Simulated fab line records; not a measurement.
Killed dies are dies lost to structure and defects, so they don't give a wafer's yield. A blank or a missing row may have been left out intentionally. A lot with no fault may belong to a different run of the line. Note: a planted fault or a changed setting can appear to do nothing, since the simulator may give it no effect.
A lot that was struck, set against a sound lot | flow nand-harc | 11 out of 1302 route steps
Sound: these wafers, L261.1, L261.3, L261.4. Struck: wafers L271.1, L271.5, L271.6. The cause comes at the end.
Per side, at each step with rows, come the tool, then ch with its chambers, and then its first start. Under that, the readings that differ: sound wafers | struck wafers | difference of the means | sigmas: that difference in standard deviations of wafers without a fault.
alike: a reading whose means differ by less than 2 such deviations, as well as words and numbers matching on both sides. not compared: withheld readings; readings where some wafer has no value; bounds like >300 that might hide an equal value; numbers whose values overlap and for which the record gives no deviation.
Wherever a step has rows on one side only, a row that says differs or no value, or a row with sigmas, the two part there. Numbers that don't overlap but have no deviation are shown without sigmas and don't part them. A reading that every wafer of one side lacks parts them only if that side has two wafers or more.

first, 1 step without rows for these wafers: NHARC_A_WL_FILL_CVD_23 (deposits poly-Si, target thk 40 nm, time 800 s).
NHARC_A_WL_FILL_ETCHBACK_26: etches the open film in HBr, target depth 52 nm, time 13.3 s.
  sound on rie-si-06 ch 1,2,3, day 21 10:52; struck on rie-si-05 ch 0,3, day 24 17:14
  alike: drypump-motor-current-A, oes-product-au, throttle-valve-pct
  not compared: rf-hours-counter-h
then, 2 steps without rows for these wafers: NHARC_A_WL_FILL_PRECLEAN_30 (cleans in dHF, time 10 s); NHARC_A_WL_FILL_SRD_14.
NHARC_A_WL_FILL_ALD_19: deposits TiN, target thk 2 nm, pulse time 3 s, ald cycles 100.
  sound on ald-metal-03 ch 0,1,3, day 21 11:10; struck on ald-metal-02 ch 0,1,2, day 24 17:32
  alike: heater-power-w, precursor-pulse-height-rel
NHARC_A_WL_FILL_CVD_20: deposits W, target thk 100 nm, time 74 s.
  sound on cvd-w-01 ch 0,1; struck on cvd-w-02 ch 0,1
  alike: chamber-pressure-Torr, heater-power-w, mfc-ar-sccm, throttle-valve-pct
NHARC_A_WL_FILL_CMP_12: polishes, t overpolish 30 s, target thk 100 nm.
  sound on cmp-01 ch 0,2,3, day 21 11:40; struck on cmp-04 ch 0,1,2, day 24 17:56
  reading                | sound          | struck         | difference | sigmas
  time-to-endpoint-s (s) | 20.7 19.3 18.6 | 14.7 14.5 17.6 | -3.9       | -2
  alike: motor-current-A, overpolish-run-s, slurry-flow-ml-min
after that, 1 step had no rows for these wafers: NHARC_A_WL_FILL_SRD_31.
NHARC_A_WL_FILL_INSPECT_15:
  sound: defect-inspect-01 at day 21 12:07; struck: defect-inspect-01 at day 24 18:22
  reading          | sound       | struck      | difference | sigmas
  raw-defect-count | 851 563 446 | 312 374 183 | -330       | -3
NHARC_A_CONTACT_DEP_24: deposits SiO2, target thk 500 nm.
  sound on pecvd-04 ch 0,1,2, day 21 12:11; struck on pecvd-04 ch 1,2, day 24 18:29
  reading                   | sound             | struck            | difference | sigmas
  mfc-precursor-sccm (sccm) | 161.9 161.0 161.5 | 172.9 173.3 173.8 | +11.9      | +28
  alike: chamber-pressure-Torr, heater-power-w, throttle-valve-pct
after that, 1 step had no rows for these wafers: NHARC_END_SORT_01.

WHERE THEY PART
First at NHARC_A_WL_FILL_CMP_12; last, within this record, at NHARC_A_CONTACT_DEP_24.

WHY: the cause the simulator had injected
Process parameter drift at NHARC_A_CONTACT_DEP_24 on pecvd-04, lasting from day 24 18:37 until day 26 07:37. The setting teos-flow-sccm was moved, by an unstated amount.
